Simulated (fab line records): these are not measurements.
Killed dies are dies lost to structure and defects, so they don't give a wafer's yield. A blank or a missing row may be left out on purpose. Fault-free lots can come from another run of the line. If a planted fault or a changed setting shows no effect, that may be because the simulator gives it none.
Matching of chambers | flow n5-finfet | 3 sister chambers for N5_BEOL_M4_CO_CAP_55 on cvd-co-01
The step material Co, precursor CCTBA/H2, target thk 2 nm, time 102.1 s. 6 wafers are shown with their chamber, then 8 later ones without.

## WAFERS PAIRED WITH THEIR CHAMBERS
wafer  | chamber | heater-power-w (W)
L080.4 | 1       | 230
L084.2 | 1       | 234
L085.2 | 0       | 215
L085.3 | 2       | 232
L085.4 | 2       | 232
L088.1 | 0       | 219

## WAFERS WITHOUT THEIR CHAMBER
wafer  | heater-power-w (W)
L088.3 | 233
L088.4 | 238
L096.2 | 218
L096.4 | 213
L096.5 | 232
L097.1 | 233
L097.2 | 234
L097.5 | 234

## THE CHAMBER EACH PASSED THROUGH
wafer  | from the rows above     | in truth
L088.3 | can't be placed: 1 or 2 | 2
L088.4 | can't be placed: 1 or 2 | 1
L096.2 | 0                       | 0
L096.4 | 0                       | 0
L096.5 | can't be placed: 1 or 2 | 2
L097.1 | can't be placed: 1 or 2 | 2
L097.2 | can't be placed: 1 or 2 | 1
L097.5 | can't be placed: 1 or 2 | 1
2 of 8 placed correctly. Cannot be placed on the basis of these rows: 6; the candidates contain the true chamber in 6. Number placed wrongly: 0.
How it was worked out, from the rows above alone: a wafer's distance from a chamber is the root of the sum, over the readings, of the square of ((its reading less the chamber's mean) divided by the reading's scatter). If the next closest chamber is less than 2 further off than the closest, the wafer can't be placed; otherwise it belongs to the closest. A chamber's mean is the mean of its shown wafers. The scatter is the square root of a quotient: the sum, over the shown wafers, of each reading's squared deviation from its chamber's mean, divided by wafers minus chambers.
